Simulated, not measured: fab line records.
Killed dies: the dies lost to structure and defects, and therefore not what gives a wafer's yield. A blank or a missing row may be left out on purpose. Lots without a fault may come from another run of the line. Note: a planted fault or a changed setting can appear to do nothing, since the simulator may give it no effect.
A struck lot beside a sound one || flow n5Finfet || 23 out of 1938 route steps
Sound: the wafers L383.1, L383.4, L383.5. Struck: wafer L371.3 (L371.1, L371.4, from the same lot, were not struck and are left out); the cause is given at the end.
Each step with rows lists, per side, the tool, then ch with its chambers, then its first start. Under that, the readings that differ: sound wafers || struck wafers || difference of the means || sigmas: that difference in standard deviations of wafers without a fault.
alike: a reading whose means differ by less than 2 such deviations, as well as words and numbers matching on both sides. not compared: withheld readings; readings where some wafer has no value; bounds like >300 that might hide an equal value; numbers whose values overlap and for which the record gives no deviation.
Wherever a step has rows on one side only, a row that says differs or no value, or a row with sigmas, the two part there. When numbers do not overlap yet have no deviation, they are printed without sigmas and do not part them. A reading missing from all wafers of one side parts the sides only when that side holds two or more wafers.

first, 9 steps without rows for these wafers: N5_BEOL_M8_SOFTBAKE_06 (time 60 s); N5_BEOL_M8_EXPOSE_08 (exposes mask M8); N5_BEOL_M8_PEB_09 (peb time 60 s); N5_BEOL_M8_DEVELOP_10 (develop time 30 s); N5_BEOL_M8_DESCUM_16 (chemistry O2, time 7.9 s); N5_BEOL_M8_ETCH_61 (etches SiARC in CF4, target depth 45.5 nm, time 75.8 s); N5_BEOL_M8_ETCH_62 (etches SOC in N2/H2, target depth 110 nm, overetch 22 nm, time 165 s); N5_BEOL_M8_STRIP_68 (strips in N2/H2); N5_BEOL_M8_STRIP_67 (strips in CF4).
N5_BEOL_M8_HM_OPEN_17: chemistry Cl2/BCl3, target TiN, target depth 20 nm, overetch 6 nm.
  sound on rieMetal-02 ch 0, day 15 08:24; struck on rieMetal-02 ch 1, day 12 04:32
{"reading": "oesProductAu (a.u.)", "sound": "0.60 0.60 0.59", "struck": 0.79, "difference": "+0.19", "sigmas": "+2"}
  alike: drypumpMotorCurrentA, throttleValvePct
  not compared: rfHoursCounterH
then, 10 steps without rows for these wafers: N5_BEOL_M8_STRIP_19 (strips in O2); N5_BEOL_M8_COAT_63 (time 60 s, resist thk 60 nm); N5_BEOL_M8_COAT_64 (time 60 s, resist thk 12 nm); N5_BEOL_M8_COAT_71 (time 60 s, resist thk 5 nm); N5_BEOL_M8_COAT_22 (resist thk 30 nm); N5_BEOL_M8_EBR_24; N5_BEOL_M8_SOFTBAKE_23 (time 60 s); N5_BEOL_M8_EXPOSE_25 (exposes mask V7, target cd 40 nm); N5_BEOL_M8_PEB_26 (peb time 60 s); N5_BEOL_M8_DEVELOP_27 (develop time 30 s).
N5_BEOL_M8_INSPECT_30: inspects for defects (brightfield).
  sound on defectInspect-02, day 15 10:38; struck on defectInspect-01, day 12 06:50
{"reading": "rawDefectCount", "sound": "348 312 221", "struck": 1186, "difference": "+892", "sigmas": "+10"}
then, 1 step without rows for these wafers: N5_BEOL_M8_DESCUM_33 (chemistry O2, time 7 s).
-- a jump in the record: the struck wafers' starts before and after are 3 days apart (it breaks off in module BEOL_M8 and resumes in module PASSIVATION, where the first step shown is number 1936 of the route) --
N5_PASSIVATION_PROBE_49:
  record: rows for the struck wafers here (prober-01, day 15 10:16), none for the sound ones

== WHERE THEY PART ==
Last at N5_PASSIVATION_PROBE_49 as far as this record goes, first at N5_BEOL_M8_HM_OPEN_17.

WHY: whatever the simulator had introduced
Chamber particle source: rieMetal-02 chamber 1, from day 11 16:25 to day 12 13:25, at N5_BEOL_M8_HM_OPEN_17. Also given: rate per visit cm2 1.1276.
